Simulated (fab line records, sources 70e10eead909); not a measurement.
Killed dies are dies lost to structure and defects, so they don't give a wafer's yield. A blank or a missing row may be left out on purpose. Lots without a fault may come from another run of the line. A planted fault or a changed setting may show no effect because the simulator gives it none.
Chamber matching | flow nand_harc | NHARC_A_WL_FILL_ALD_02 on ald_metal-04: 4 sister chambers
The step deposits TiN, target thk 2 nm, pulse time 3 s, ald cycles 100. 4 wafers are shown with their chamber, then 11 later ones without.

WAFERS WITH THEIR CHAMBER
wafer  | chamber | heater_power_w (W)
L082.5 | 1       | 1018
L081.6 | 2       | 955
L086.5 | 3       | 1138
L088.2 | 0       | 903

WAFERS WITHOUT THEIR CHAMBER
wafer  | heater_power_w (W)
L088.4 | 946
L088.5 | 1044
L091.4 | 1040
L091.5 | 953
L091.6 | 1199
L092.3 | 1024
L092.4 | 1166
L092.6 | 1168
L093.1 | 887
L093.3 | 1196
L093.4 | 986

WHICH CHAMBER EACH WENT THROUGH
wafer  | from the rows above          | in truth
L088.4 | can't be placed: 2 or 0 or 1 | 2
L088.5 | can't be placed: 1 or 2      | 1
L091.4 | can't be placed: 1 or 2      | 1
L091.5 | can't be placed: 2 or 0 or 1 | 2
L091.6 | 3                            | 3
L092.3 | can't be placed: 1 or 2      | 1
L092.4 | 3                            | 3
L092.6 | 3                            | 3
L093.1 | can't be placed: 0 or 2      | 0
L093.3 | 3                            | 3
L093.4 | can't be placed: 2 or 1 or 0 | 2
Placed correctly: 4 of 11. Can't be placed from these rows: 7 (the true chamber is among the candidates in 7). Placed wrongly: 0.
How it was worked out, from the rows above alone: a wafer's distance from a chamber is the root of the sum, over the readings, of the square of ((its reading less the chamber's mean) divided by the reading's scatter). The wafer belongs to the nearest chamber; if the next one is less than 2 further off, it can't be placed. A chamber's mean is the mean of its shown wafers. The scatter: with one shown wafer a chamber, the root of the mean of the squares of how far each hidden wafer lies from its nearest shown one.
